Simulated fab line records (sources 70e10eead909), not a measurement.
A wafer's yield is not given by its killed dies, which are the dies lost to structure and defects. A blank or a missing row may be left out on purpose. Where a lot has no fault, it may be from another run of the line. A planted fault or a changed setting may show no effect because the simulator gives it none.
Which tool did it?	flow nand-harc	Sampling: 13 lots, 39 wafers, 6 of 1302 route steps

WHAT THE GAUGES SHOWED, per wafer
NHARC_A_DECK1_JOINT_THK_MEAS_17: measures by ellipsometry.
lot	measured	on	thk-nm (nm)
L822	day 12 12:05	film-metro-01	44.3 44.0 45.3
L823	day 12 12:16	film-metro-02	44.3 47.2 46.0
L826	day 13 20:18	film-metro-02	43.6 44.7 44.6
L827	day 15 06:18	film-metro-01	46.4 44.8 45.5
L828	day 15 06:12	film-metro-01	43.1 45.5 44.3
L829	day 15 06:11	film-metro-02	45.1 44.8 44.8
L833	day 16 17:54	film-metro-01	44.1 44.9 45.7
L836	day 18 04:32	film-metro-02	45.5 43.5 46.1
L839	day 19 10:02	film-metro-02	43.3 45.2 45.4
L842	day 20 20:57	film-metro-01	43.8 46.0 44.4
L844	day 21 06:15	film-metro-02	46.0 46.6 47.0
L843	day 21 06:10	film-metro-02	45.5 44.6 45.8
L845	day 21 21:22	film-metro-02	43.0 44.3 45.2

NHARC_A_ONON_D2_THK_MEAS_02: measures by ellipsometry.
lot	measured	on	thk-nm (nm)
L822	day 12 12:41	film-metro-01	1015 1014 1014
L823	day 12 12:53	film-metro-02	1011 1011 1010
L826	day 13 20:55	film-metro-02	1022 1020 1021
L827	day 15 06:56	film-metro-02	1005 1007 1007
L828	day 15 06:49	film-metro-02	1013 1014 1014
L829	day 15 06:47	film-metro-01	1018 1017 1018
L833	day 16 18:31	film-metro-01	1002 1001 1001
L836	day 18 05:09	film-metro-01	1015 1014 1014
L839	day 19 10:38	film-metro-02	998 996 998
L842	day 20 21:34	film-metro-01	1009 1007 1006
L844	day 21 06:52	film-metro-02	994 992 993
L843	day 21 06:47	film-metro-01	982 980 979
L845	day 21 22:13	film-metro-01	997 995 996

NHARC_A_ONON_D2_THK_MEAS_34: measures by ellipsometry.
lot	measured	on	thk-nm (nm)
L822	day 13 01:25	film-metro-02	199.7 203.2 200.3
L823	day 13 01:13	film-metro-02	195.2 199.5 201.5
L826	day 14 09:42	film-metro-01	204.2 198.0 201.4
L827	day 15 19:13	film-metro-01	200.5 201.3 201.4
L828	day 15 19:16	film-metro-02	201.2 197.2 201.8
L829	day 15 19:12	film-metro-02	194.3 200.6 198.1
L833	day 17 06:52	film-metro-02	199.1 200.8 173.6
L836	day 18 17:40	film-metro-01	193.1 193.3 174.1
L839	day 19 23:03	film-metro-01	200.6 204.0 202.6
L842	day 21 10:14	film-metro-01	198.1 201.3 204.0
L844	day 22 02:26	film-metro-01	198.6 203.3 202.7
L843	day 22 02:10	film-metro-01	197.9 202.2 196.5
L845	day 22 13:32	film-metro-01	199.9 199.9 203.2

NHARC_END_SORT_01.
lot	measured	on	killed-at-array	killed-at-other	killed-at-periphery	killed-dies	killed-open	killed-short
L833	day 28 15:21	prober-01	54	0	0	54	1	5

EACH LOT AND THE TOOL THAT RAN IT (in order: tool; ch and the chambers of the sampled wafers; start)
lot	NHARC_A_CHANNEL_FILL_D1_CMP_10	NHARC_A_ONON_D2_DEP_33
L822	cmp-04 ch 1,2, day 11 02:13	pecvd-02 ch 0,1, day 13 01:01
L823	cmp-02 ch 0,3, day 11 02:13	pecvd-04 ch 0,2, day 13 00:51
L826	cmp-01 ch 0,2,3, day 12 10:34	pecvd-04 ch 0,1,2, day 14 09:17
L827	cmp-02 ch 1,3, day 12 21:59	pecvd-02 ch 0,2, day 15 18:51
L828	cmp-01 ch 0,2, day 13 11:58	pecvd-04 ch 0,1,2, day 15 18:50
L829	cmp-02 ch 1,3, day 13 23:00	pecvd-01 ch 0,2, day 15 18:50
L833	cmp-01 ch 0,1,2, day 15 03:07	pecvd-01 ch 0,1,2, day 17 06:28
L836	cmp-01 ch 0,1,3, day 16 16:04	pecvd-01 ch 0,1,2, day 18 17:19
L839	cmp-02 ch 0,1,3, day 17 21:26	pecvd-02 ch 0,2, day 19 22:41
L842	cmp-01 ch 0,1,3, day 19 06:11	pecvd-02 ch 1, day 21 09:41
L844	cmp-02 ch 0,2,3, day 19 20:45	pecvd-04 ch 0,1, day 22 02:01
L843	cmp-01 ch 0,2,3, day 19 20:50	pecvd-01 ch 0,2, day 22 01:48
L845	cmp-04 ch 1,2,3, day 20 11:09	pecvd-02 ch 0,2, day 22 13:07
- NHARC_A_CHANNEL_FILL_D1_CMP_10: polishes, target thk 150 nm.
- NHARC_A_ONON_D2_DEP_33: deposits SiO2, target thk 200 nm.

AS READ BY THE TOOLS THEMSELVES (means over the sampled wafers that have a number; for cases with no such wafer, the mark the record gives instead)
NHARC_A_CHANNEL_FILL_D1_CMP_10.
lot	tool	edge-zone-pressure-frac	motor-current-A (A)	time-to-endpoint-s (s)
L822	cmp-04	1.002	13.7	15.9
L823	cmp-02	1.005	13.0	17.4
L826	cmp-01	0.999	13.5	18.2
L827	cmp-02	1.001	12.3	12.1
L828	cmp-01	1.007	13.2	15.2
L829	cmp-02	1.003	12.4	13.4
L833	cmp-01	1.003	12.9	17.7
L836	cmp-01	1.003	13.0	14.9
L839	cmp-02	0.999	12.3	14.1
L842	cmp-01	1.003	12.4	17.2
L844	cmp-02	1.001	12.5	14.8
L843	cmp-01	0.999	13.3	19.4
L845	cmp-04	0.999	13.1	13.2

NHARC_A_ONON_D2_DEP_33.
lot	tool	heater-power-w (W)	mfc-precursor-sccm (sccm)	throttle-valve-pct (%)
L822	pecvd-02	698	161.2	15.3
L823	pecvd-04	620	161.6	15.6
L826	pecvd-04	650	161.3	15.5
L827	pecvd-02	693	161.9	15.3
L828	pecvd-04	581	161.8	15.7
L829	pecvd-01	595	161.6	15.5
L833	pecvd-01	523	154.3	15.9
L836	pecvd-01	520	154.4	16.0
L839	pecvd-02	729	161.6	15.2
L842	pecvd-02	575	161.4	15.6
L844	pecvd-04	629	161.3	15.4
L843	pecvd-01	613	160.9	15.8
L845	pecvd-02	717	161.8	15.2

THE ANSWER, worked out from the rows above alone
Rule: usual is defined by the lots themselves. Put in order of their means at a reading, lots are off if they are a third of the lots or fewer, leave a main group of 4 or more, and stand apart from it by a gap of 3 or more times the standard deviation of the main group's means; of several such gaps the widest counts. Not used: any main group whose means are identical at the precision the tables above print for the reading. Also off: a lot with no number at a reading for which 4 or more lots have one. All remaining lots with rows at the step are treated as sound. Order of review: gauges by route order, followed by the tools' own readings, for which a lot's mean as printed above is used. At the first step where some lot is off, the reading lying furthest off is the one used; lots without a number count as furthest.
Off at NHARC_A_ONON_D2_THK_MEAS_34 (thk-nm): L833, L836. Main group: mean 200.4 nm, sd 1.4.
If a tool, at a process step before that reading, ran all the lots that are off and no sound lot after the first of them, it fits. Not tried: the gauges at NHARC_A_ONON_D2_THK_MEAS_34; whatever is off there is also off at NHARC_A_ONON_D2_DEP_33, on other tools, and gauge error can't account for it. No candidate that was tried fits.

WHAT WAS PUT IN BY THE SIMULATOR
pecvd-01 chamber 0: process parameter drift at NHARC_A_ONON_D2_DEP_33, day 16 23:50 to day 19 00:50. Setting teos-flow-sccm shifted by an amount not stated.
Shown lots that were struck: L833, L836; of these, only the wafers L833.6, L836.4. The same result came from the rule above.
